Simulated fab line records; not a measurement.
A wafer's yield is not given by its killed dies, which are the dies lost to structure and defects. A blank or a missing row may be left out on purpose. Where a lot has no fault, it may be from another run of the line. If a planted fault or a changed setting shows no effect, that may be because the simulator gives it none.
fab line records	flow n5-finfet
record: lots: 6	wafers: 16	last-day: 18
route steps=1938 shown BEOL_M11@1587 PASSIVATION@1936
lots that met no fault: from a run of the same line without faults
start-h: hours from the record's opening day to when the first of the lot's shown wafers began	wait-h: how many hours have passed since the lot's step before this one	" as in the row above	L1.1+2: one row covering several wafers at once	- no value, or no start was given	* or withheld: withheld	< > ~ a bound
route shown NAME@n: NAME is a module with steps in the file, n the number in the route of the first one	usual: mean/standard deviation of fault-free wafers	same: alike in all rows	chamber/n: place in a boat	sites: the reading at each site	_std_site: the standard deviation of these	_edge_site: inner sites' mean taken away from outer sites' mean	radius-mm: for every site, how far away it sits from the centre of the wafer	mask NAME#n: copy n	behind: tool/chamber where the wafer was last shaped	hold: the reason the lot was held/the length of the hold in hours/how it ended	device: transistor that didn't switch, given as n, p or np	end of line: the tests these same wafers got at the end of their route	a step with no rows: only its recipe	killed: not the wafer's yield, but the dies lost to structure and defects at the first sort	map: a wafer's dies, x killed, . not, _ none there
set.NAME: the setting the step ran with; set.NAME@STEP: the setting that earlier step ran with	model.NAME: the simulator's own value behind a step, which no gauge read
a table for each step, a row for each wafer; lots at some steps of the route
services: when a tool's chamber went out of use (start-h, in hours from the record's first day, below 0 if earlier), for how many hours, and the reason
== steps ==
step: N5_BEOL_M11_CURE_72
recipe: temp-c: 370	time-s: 120	ambient: DMADMS/He	material: SiCOH_lowk
usual: lamp-power-pct: 52.32/0.053	wafer_temp_C_max: 371.8/0.73
lot.wafer	tool	chamber	start-h	wait-h	lamp-power-pct	wafer_temp_C_max
L116.3	uv-cure-01	0	235.45	0.1	52.30	371.4
L116.4	"	0	"	"	52.35	371.1
L116.6	"	0	"	"	52.36	371.1
L120.1	uv-cure-03	2	261.35	0.0	52.41	372.9
L120.5	"	2	"	"	52.44	372.7
L120.6	"	2	"	"	52.36	372.4
L125.1	uv-cure-03	2	285.00	0.0	52.29	372.2
L125.2	"	2	"	"	52.46	373.0
L127.1	uv-cure-03	1	301.97	0.0	52.42	371.1
L127.4	"	1	"	"	52.41	371.0
L135.1	uv-cure-01	2	353.02	0.3	52.25	371.4
L135.5	"	2	"	"	52.33	371.6
L135.6	"	2	"	"	52.32	371.9
L137.1	uv-cure-03	1	380.87	0.0	52.25	371.5
L137.3	"	1	"	"	52.37	371.4
L137.5	"	1	"	"	52.40	371.1
step: N5_BEOL_M11_DEGAS_44
recipe: ambient: vacuum	temp-c: 250	time-s: 60
usual: heater-power-w: 353/40	susceptor-temp-C: 249.99/0.15
lot.wafer	tool	chamber	start-h	wait-h	heater-power-w	susceptor-temp-C
L116.3	pvd-sputter-01	-	235.67	0.2	270	249.80
L116.4	"	-	"	"	330	250.00
L116.6	"	-	"	"	368	250.24
L120.1	pvd-sputter-03	-	261.95	0.6	420	250.08
L120.5	"	-	"	"	403	249.93
L120.6	"	-	"	"	322	250.00
L125.1	pvd-sputter-01	-	285.47	0.4	365	249.77
L125.2	"	-	"	"	269	249.76
L127.1	pvd-sputter-01	-	302.29	0.3	327	250.23
L127.4	"	-	"	"	267	250.11
L135.1	pvd-sputter-02	-	353.83	0.8	310	250.38
L135.5	"	-	"	"	356	250.03
L135.6	"	-	"	"	324	250.05
L137.1	pvd-sputter-03	-	381.54	0.6	399	250.02
L137.3	"	-	"	"	321	250.15
L137.5	"	-	"	"	398	249.91
step: N5_BEOL_M11_PRE_CLEAN_45
recipe: gas: H2/He	time-s: 30	temp-c: 250
step: N5_BEOL_M11_ALD_74
recipe: material: TaN	target-thk-a: 20	temp-c: 275	ald-precursor-family: PDMAT	ald-co-reactant: NH3	pressure-torr: 3	carrier-flow-sccm: 1500	pulse-time-s: 2	purge-time-s: 3	co-reactant-purge-time-s: 2	co-reactant-pulse-time-s: 3	ald-cycles: 40	precursor-vessel-temp-c: 75	precursor-vessel-pressure-torr: 26.25	precursor-vessel-carrier-sccm: 1000
step: N5_BEOL_M11_SURFACE_TREAT_76
recipe: gas: Ar	time-s: *	ion-energy-ev: *	ion-current-ma-cm2: 0.5	pressure-mtorr: *	ar-flow-sccm: 30
usual: throttle-valve-pct: *
lot.wafer	tool	chamber	start-h	wait-h	throttle-valve-pct
L116.3	pvd-sputter-02	-	237.49	1.4	*
L116.4	"	-	"	"	*
L116.6	"	-	"	"	*
L120.1	pvd-sputter-01	-	262.76	0.5	*
L120.5	"	-	"	"	*
L120.6	"	-	"	"	*
L125.1	pvd-sputter-01	-	286.07	0.4	*
L125.2	"	-	"	"	*
L127.1	pvd-sputter-03	-	303.76	1.2	*
L127.4	"	-	"	"	*
L135.1	pvd-sputter-02	-	354.49	0.4	*
L135.5	"	-	"	"	*
L135.6	"	-	"	"	*
L137.1	pvd-sputter-02	-	381.99	0.2	*
L137.3	"	-	"	"	*
L137.5	"	-	"	"	*
step: N5_BEOL_M11_CVD_75
recipe: material: Co	target-thk-a: 20	temp-c: withheld	precursor: CCTBA/H2	pressure-torr: 30	time-s: 138.9
step: N5_BEOL_M11_SPUTTER_48
recipe: material: Cu	target-thk-a: 120	temp-c: -20	bias-v: 60	power-w: 26000	chamber-pressure-pa: 0.13	time-s: 2
usual: bias-v: 60.0/0.65	chuck-sensor-temp-C: -15.7/0.53	susceptor-temp-C: -20.01/0.11	throttle-valve-pct: 30.2/1.3
lot.wafer	tool	chamber	start-h	wait-h	bias-v	chuck-sensor-temp-C	susceptor-temp-C	throttle-valve-pct
L116.3	pvd-sputter-02	-	237.81	0.2	59.5	-15.8	-19.86	30.6
L116.4	"	-	"	"	59.8	-15.6	-20.08	28.6
L116.6	"	-	"	"	59.5	-15.8	-19.97	28.6
L120.1	pvd-sputter-01	-	263.34	0.4	60.6	-15.1	-19.82	29.3
L120.5	"	-	"	"	61.0	-15.5	-20.12	29.1
L120.6	"	-	"	"	60.4	-15.2	-19.70	29.3
L125.1	pvd-sputter-01	-	286.31	0.1	60.4	-15.2	-20.03	29.4
L125.2	"	-	"	"	58.7	-15.4	-19.93	29.1
L127.1	pvd-sputter-03	-	303.96	0.1	59.7	-15.5	-19.72	31.8
L127.4	"	-	"	"	59.7	-15.7	-19.96	29.9
L135.1	pvd-sputter-02	-	355.01	0.2	60.1	-15.3	-19.91	31.4
L135.5	"	-	"	"	60.0	-16.2	-20.04	30.1
L135.6	"	-	"	"	59.2	-15.5	-20.00	28.4
L137.1	pvd-sputter-03	-	382.36	0.2	60.4	-16.5	-20.08	29.4
L137.3	"	-	"	"	59.6	-16.9	-20.19	33.0
L137.5	"	-	"	"	61.0	-15.3	-20.06	32.0
step: N5_BEOL_M11_ECD_50
recipe: material: Cu	target-thk-a: 3180
step: N5_BEOL_M11_ANNEAL_51
recipe: temp-c: 225	time-s: 90	ambient: N2
step: N5_BEOL_M11_CMP_52
recipe: stop-on: SiCOH_lowk	t-overpolish-s: 7	down-force-psi: 1	platen-rpm: 50	clearing-platen-down-force-psi: 1.5	clearing-platen-rpm: 50	post-cmp-clean: cu-alkaline	target-thk-nm: 140	clearing-platen-pad-velocity-m-s: 0.99484	pad-velocity-m-s: 0.99484
usual: barrier-field-endpoint-s: 28.7/0.95	motor-current-A: 5.9/0.67	overpolish-run-s: 7.000/0.0098	platen-rpm: 50.00/0.032	time-to-endpoint-s: 64/4.6
lot.wafer	tool	chamber	start-h	wait-h	barrier-field-endpoint-s	motor-current-A	overpolish-run-s	platen-rpm	time-to-endpoint-s
L116.4	cmp-03	1	238.33	0.1	28.6	5.6	6.995	50.00	63
L116.3	"	0	"	"	27.7	6.8	7.010	49.99	60
L116.6	"	1	"	"	28.9	6.0	7.016	49.95	65
L120.1	cmp-01	2	263.98	0.4	28.4	6.0	6.998	49.99	64
L120.6	"	3	"	"	29.0	5.2	7.006	50.03	63
L120.5	"	0	"	"	28.5	5.0	7.008	49.98	60
L125.2	cmp-01	2	286.87	0.2	28.8	6.1	6.997	49.99	63
L125.1	"	3	"	"	28.6	5.0	7.020	50.01	63
L127.4	cmp-01	3	304.60	0.2	29.4	5.5	7.004	49.99	63
L127.1	"	0	"	"	28.1	4.5	7.002	49.95	64
L135.1	cmp-01	1	355.85	0.3	29.7	6.2	7.014	50.00	67
L135.5	"	0	"	"	30.1	4.6	7.004	49.99	60
L135.6	"	1	"	"	29.2	6.7	6.975	50.03	66
L137.1	cmp-03	2	382.89	0.3	29.6	5.7	6.998	50.02	70
L137.3	"	3	"	"	28.5	6.0	7.022	49.97	66
L137.5	"	2	"	"	30.1	5.9	6.990	49.96	71
step: N5_BEOL_M11_THK_MEAS_53
recipe: thk-meas-gauge: xrf	reads: Cu_of_BEOL_M11_ECD_50
usual: M11_THK: 135/3.1
lot.wafer	tool	chamber	start-h	wait-h	M11_THK[nm]
L116.3	film-metro-01	-	238.63	-	133
L116.4	"	-	"	"	135
L116.6	"	-	"	"	133
L120.1	film-metro-01	-	264.16	-	137
L120.5	"	-	"	"	133
L120.6	"	-	"	"	134
L125.1	film-metro-02	-	287.12	-	129
L125.2	"	-	"	"	134
L127.1	film-metro-02	-	304.86	-	131
L127.4	"	-	"	"	133
L135.1	film-metro-01	-	356.11	-	141
L135.5	"	-	"	"	140
L135.6	"	-	"	"	138
L137.1	film-metro-01	-	383.18	-	138
L137.3	"	-	"	"	134
L137.5	"	-	"	"	138
step: N5_BEOL_M11_PRE_CLEAN_55
recipe: gas: NH3	time-s: 15	temp-c: withheld	rf-power-w: 300
step: N5_BEOL_M11_DEP_56
recipe: material: SiCN	target-thk-a: 300	temp-c: withheld	precursor: 3MS/NH3	pressure-torr: 3	rf-w: 675	time-s: 10.5
usual: showerhead-plenum-p-Torr: 4.156/0.026	showerhead-vpp-V: 1592/64	throttle-valve-pct: 17.5/1.3
lot.wafer	tool	chamber	start-h	wait-h	showerhead-plenum-p-Torr	showerhead-vpp-V	throttle-valve-pct	model.SiCN_of_BEOL_M11_DEP_56.thk-nm
L116.3	pecvd-04	0	238.69	0.0	4.182	1553	21.0	29.8
L116.4	"	1	"	"	4.246	1726	16.0	30.6
L116.6	"	2	"	"	4.165	1599	16.8	30.2
L120.1	pecvd-03	0	264.23	0.0	4.120	1543	18.2	29.2
L120.5	"	2	"	"	4.149	1649	16.0	29.6
L120.6	"	0	"	"	4.125	1519	18.1	29.6
L125.1	pecvd-03	0	287.20	0.0	4.126	1531	18.1	29.2
L125.2	"	2	"	"	4.138	1636	16.2	26.8
L127.1	pecvd-03	0	304.93	0.0	4.133	1562	18.1	29.6
L127.4	"	0	"	"	4.131	1534	17.9	27.6
L135.1	pecvd-01	0	356.19	0.0	4.156	1544	17.6	29.2
L135.5	"	1	"	"	4.165	1577	18.2	29.6
L135.6	"	0	"	"	4.160	1508	17.6	29.2
L137.1	pecvd-01	0	383.24	0.0	4.162	1517	17.4	29.4
L137.3	"	1	"	"	4.168	1554	17.9	29.8
L137.5	"	1	"	"	4.167	1627	17.8	30.2
step: N5_BEOL_M11_RS_MEAS_57
recipe: thk-meas-gauge: four-point-probe	reads: Cu_of_BEOL_M11_ECD_50+Co_of_BEOL_M11_CVD_75+TaN_of_BEOL_M11_ALD_74
usual: M11_RS: 0.157/0.0042
lot.wafer	tool	chamber	start-h	wait-h	M11_RS[ohm/sq]
L116.3	film-metro-02	-	238.76	0.0	0.159
L116.4	"	-	"	"	0.155
L116.6	"	-	"	"	0.158
L120.1	film-metro-01	-	264.31	0.1	0.154
L120.5	"	-	"	"	0.159
L120.6	"	-	"	"	0.157
L125.1	film-metro-01	-	287.28	0.1	0.166
L125.2	"	-	"	"	0.159
L127.1	film-metro-01	-	305.01	0.1	0.164
L127.4	"	-	"	"	0.159
L135.1	film-metro-02	-	356.26	0.1	0.149
L135.5	"	-	"	"	0.150
L135.6	"	-	"	"	0.153
L137.1	film-metro-02	-	383.30	0.0	0.154
L137.3	"	-	"	"	0.158
L137.5	"	-	"	"	0.154
step: N5_PASSIVATION_PROBE_49
usual: defect-limited-yield: 91.7/1.4	killed_at_M0_to_M3: 32/9.7	killed_at_M4_up: 14/5.5	killed-at-contacts: 13/6.1	killed-at-front-end: 35/10	killed-at-other: 4.2/2.9	killed-dies: 98/17	killed-open: 63/12	killed-short: 32/7.7	sort_bin_5_function: 4.8/0.9	sort_bin_6_memory: 3.1/0.63	sort_bin_8_speed: 1/3.3	sort-n-pass: 1073/41	sort-yield-pct: 91/3.5
same: gross-dies: 1180	killed-at-back-side: 0	sort_bin_4_leakage[%]: 0
lot.wafer	tool	chamber	start-h	wait-h	defect-limited-yield[%]	killed_at_M0_to_M3	killed_at_M4_up	killed-at-contacts	killed-at-front-end	killed-at-other	killed-dies	killed-open	killed-short	sort_bin_5_function[%]	sort_bin_6_memory[%]	sort_bin_8_speed[%]	sort-n-pass	sort-yield-pct[%]
L116.3	prober-02	-	276.39	0.1	92.7	20	17	7	33	9	86	55	31	4.2	3.0	0	1094	93
L116.4	prober-02	-	276.44	0.2	92.0	26	13	8	43	4	94	61	29	4.3	3.3	0	1086	92
L116.6	prober-02	-	276.54	0.3	90.3	39	15	18	36	7	115	72	41	6.1	3.5	0	1065	90
L120.1	prober-02	-	304.66	0.0	90.8	38	26	7	32	5	108	73	34	4.7	4.0	0	1072	91
L120.5	prober-02	-	304.86	0.2	90.7	33	20	12	43	2	110	74	34	5.6	3.1	0	1070	91
L120.6	prober-02	-	304.91	0.3	90.6	34	18	5	51	3	111	74	37	5.3	3.9	0	1069	91
L125.1	prober-02	-	331.86	0.0	92.4	33	8	7	37	5	90	66	23	4.5	3.0	0	1090	92
L125.2	prober-02	-	331.91	0.1	93.5	22	14	18	16	7	77	49	27	3.2	3.1	1	1089	92
L127.4	prober-02	-	342.20	0.2	91.9	44	21	4	21	6	96	67	29	4.8	3.3	0	1084	92
L135.1	prober-02	-	403.44	0.0	93.9	14	18	12	19	9	72	53	19	3.3	2.5	4	1061	90
L135.5	prober-02	-	403.64	0.2	92.8	35	8	11	24	7	85	57	25	4.8	2.4	0	1095	93
L135.6	prober-02	-	403.69	0.3	94.3	26	8	14	16	3	67	42	19	2.5	2.6	0	1113	94
L137.1	prober-02	-	427.44	0.0	93.1	20	10	5	42	5	82	52	25	4.2	2.5	0	1098	93
L137.3	prober-02	-	427.54	0.1	90.8	29	23	2	47	8	109	58	39	4.2	3.7	0	1071	91
L137.5	prober-02	-	427.64	0.2	90.8	26	15	9	56	3	109	68	35	4.9	3.8	0	1071	91
killed by level:class
L116.3 BEOL_M4:geometric-particle:open=10 DUMMY_GATE:geometric-particle:open=6 BEOL_M3:geometric-particle:open=6 STI_FIN_REVEAL:geometric-particle:open=5 MOL_CONTACT_COAG:geometric-particle:open=5 MIM_TOP_ETCH:geometric-particle:short=5 DUMMY_GATE:geometric-particle:short=4 BEOL_M0_SAQP:geometric-particle:short=4
L116.4 STI_FIN_REVEAL:geometric-particle:open=14 BEOL_M4:geometric-particle:open=8 GATE_CUT:geometric-particle:short=7 MOL_CONTACT_COAG:geometric-particle:open=7 BEOL_M0_SAQP:geometric-particle:short=5 BEOL_M0_SAQP:geometric-particle:open=5 FIN_SAQP:geometric-particle:open=4 BEOL_M3:geometric-particle:open=4
L116.6 MOL_CONTACT_COAG:geometric-particle:open=15 FIN_SAQP:geometric-particle:short=14 BEOL_M0_SAQP:geometric-particle:open=9 BEOL_M1:geometric-particle:open=9 FIN_SAQP:geometric-particle:open=6 STI_FIN_REVEAL:geometric-particle:open=6 BEOL_M0_SAQP:geometric-particle:short=6 BEOL_M3:geometric-particle:open=6
L120.1 BEOL_M4:geometric-particle:open=12 BEOL_M2:geometric-particle:open=11 FIN_SAQP:geometric-particle:open=10 BEOL_M1:geometric-particle:open=10 FIN_SAQP:geometric-particle:short=7 BEOL_M0_SAQP:geometric-particle:open=6 MOL_CONTACT_COAG:geometric-particle:open=5 BEOL_M4:geometric-particle:short=5
L120.5 FIN_SAQP:geometric-particle:open=14 BEOL_M4:geometric-particle:open=12 FIN_SAQP:geometric-particle:short=11 MOL_CONTACT_COAG:geometric-particle:open=9 BEOL_M0_SAQP:geometric-particle:short=8 BEOL_M1:geometric-particle:open=8 BEOL_M0_SAQP:geometric-particle:open=5 BEOL_M2:geometric-particle:open=5
L120.6 FIN_SAQP:geometric-particle:open=13 FIN_SAQP:geometric-particle:short=12 BEOL_M1:geometric-particle:open=11 BEOL_M4:geometric-particle:open=9 STI_FIN_REVEAL:geometric-particle:open=8 BEOL_M0_SAQP:geometric-particle:open=8 BEOL_M0_SAQP:geometric-particle:short=6 BEOL_M2:geometric-particle:open=6
L125.1 BEOL_M3:geometric-particle:open=11 BEOL_M2:geometric-particle:open=10 FIN_SAQP:geometric-particle:open=9 MOL_CONTACT_COAG:geometric-particle:open=6 FIN_SAQP:geometric-particle:short=5 GATE_CUT:geometric-particle:open=4 GATE_CUT:geometric-particle:short=4 BEOL_M6:geometric-particle:open=4
L125.2 MOL_CONTACT_COAG:geometric-particle:open=12 MOL_CONTACT_COAG:geometric-particle:short=6 BEOL_M2:geometric-particle:open=6 BEOL_M3:geometric-particle:open=5 BEOL_M6:geometric-particle:open=5 MIM_TOP_ETCH:geometric-particle:short=5 FIN_SAQP:geometric-particle:open=3 BEOL_M0_SAQP:geometric-particle:open=3
L127.4 BEOL_M2:geometric-particle:open=9 BEOL_M4:geometric-particle:open=9 BEOL_M0_SAQP:geometric-particle:short=8 BEOL_M0_SAQP:geometric-particle:open=7 BEOL_M1:geometric-particle:open=6 FIN_SAQP:geometric-particle:open=5 MOL_CONTACT_COAG:geometric-particle:open=4 BEOL_M0:geometric-particle:short=4
L135.1 MOL_CONTACT_COAG:geometric-particle:open=12 BEOL_M4:geometric-particle:open=9 BEOL_M0:geometric-particle:open=4 BEOL_M1:geometric-particle:open=4 MIM_BOT:geometric-particle:short=4 FIN_SAQP:geometric-particle:short=3 FIN_SAQP:geometric-particle:open=3 STI_FIN_REVEAL:geometric-particle:open=3
L135.5 STI_FIN_REVEAL:geometric-particle:open=9 MOL_CONTACT_COAG:geometric-particle:open=8 BEOL_M1:geometric-particle:open=8 BEOL_M3:geometric-particle:open=6 BEOL_M2:geometric-particle:open=6 BEOL_M0_SAQP:geometric-particle:short=5 GATE_CUT:geometric-particle:short=3 MOL_CONTACT_COAG:geometric-particle:short=3
L135.6 MOL_CONTACT_COAG:geometric-particle:open=12 BEOL_M1:geometric-particle:open=9 HKMG_FIN:area-etch=6 BEOL_M0_SAQP:geometric-particle:short=5 BEOL_M4:geometric-particle:open=4 BEOL_M2:geometric-particle:open=4 FIN_SAQP:geometric-particle:short=3 ILD0:geometric-particle:open=3
L137.1 FIN_SAQP:geometric-particle:open=15 FIN_SAQP:geometric-particle:short=12 BEOL_M3:geometric-particle:open=6 MOL_CONTACT_COAG:geometric-particle:open=4 BEOL_M0_SAQP:geometric-particle:open=4 BEOL_M1:geometric-particle:open=4 DUMMY_GATE:geometric-particle:open=3 GATE_CUT:geometric-particle:short=3
L137.3 STI_FIN_REVEAL:geometric-particle:open=10 FIN_SAQP:geometric-particle:open=9 FIN_SAQP:geometric-particle:short=8 HKMG_FIN:area-etch=8 BEOL_M0_SAQP:geometric-particle:short=7 DUMMY_GATE:geometric-particle:open=6 BEOL_M5:geometric-particle:open=6 BEOL_M0_SAQP:geometric-particle:open=5
L137.5 FIN_SAQP:geometric-particle:short=17 FIN_SAQP:geometric-particle:open=16 BEOL_M3:geometric-particle:open=10 BEOL_M4:geometric-particle:open=9 MOL_CONTACT_COAG:geometric-particle:open=6 DUMMY_GATE:geometric-particle:open=5 BEOL_M0_SAQP:geometric-particle:short=5 BEOL_M0_SAQP:geometric-particle:open=5
== services ==
tool	chamber	start-h	hours	kind
pecvd-01	2	212.05	5.7	repair
cmp-01	-	213.75	1.4	repair
uv-cure-01	-	216.13	1.7	repair
cmp-03	-	221.06	12.2	pm
cmp-01	-	237.81	2.7	repair
cmp-03	-	243.64	0.5	repair
uv-cure-01	-	260.34	14.6	pm
pecvd-03	1	260.96	144.4	repair
pecvd-01	0	265.81	-	calibration
cmp-01	-	270.15	5.2	pm
pecvd-04	-	280.33	0.9	repair
cmp-01	-	302.36	1.8	repair
uv-cure-01	-	317.44	7.5	pm
pecvd-03	0	318.92	2.1	scheduled-down
cmp-01	-	324.92	4.0	pm
cmp-01	-	328.92	-	consumable-replace:conditioner
cmp-01	-	328.92	-	consumable-replace:pad
uv-cure-03	-	345.19	24.9	pm
cmp-03	-	352.26	3.0	repair
pecvd-01	2	352.34	5.5	scheduled-down
pvd-sputter-01	-	371.96	1.0	repair
cmp-03	-	376.81	4.0	pm
cmp-03	-	380.81	-	consumable-replace:conditioner
cmp-03	-	380.81	-	consumable-replace:pad
== key ==
first-sign none at tools or gauges
model-effect: step: N5_BEOL_M11_DEP_56	value: SiCN_of_BEOL_M11_DEP_56.thk-nm	without: 29.6	struck: 27.2
met-at N5_BEOL_M11_DEP_56
struck-wafers L125.2,L127.4
onset-between 264.23 287.20
fault: kind: process-parameter-drift	tool: pecvd-03	chamber: -	onset-h: 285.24	steps: N5_BEOL_M11_DEP_56	channel: time-s	offset: *	shape: step	end-h: 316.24	scope: struck-wafers-only	acts-in: *	stated: *
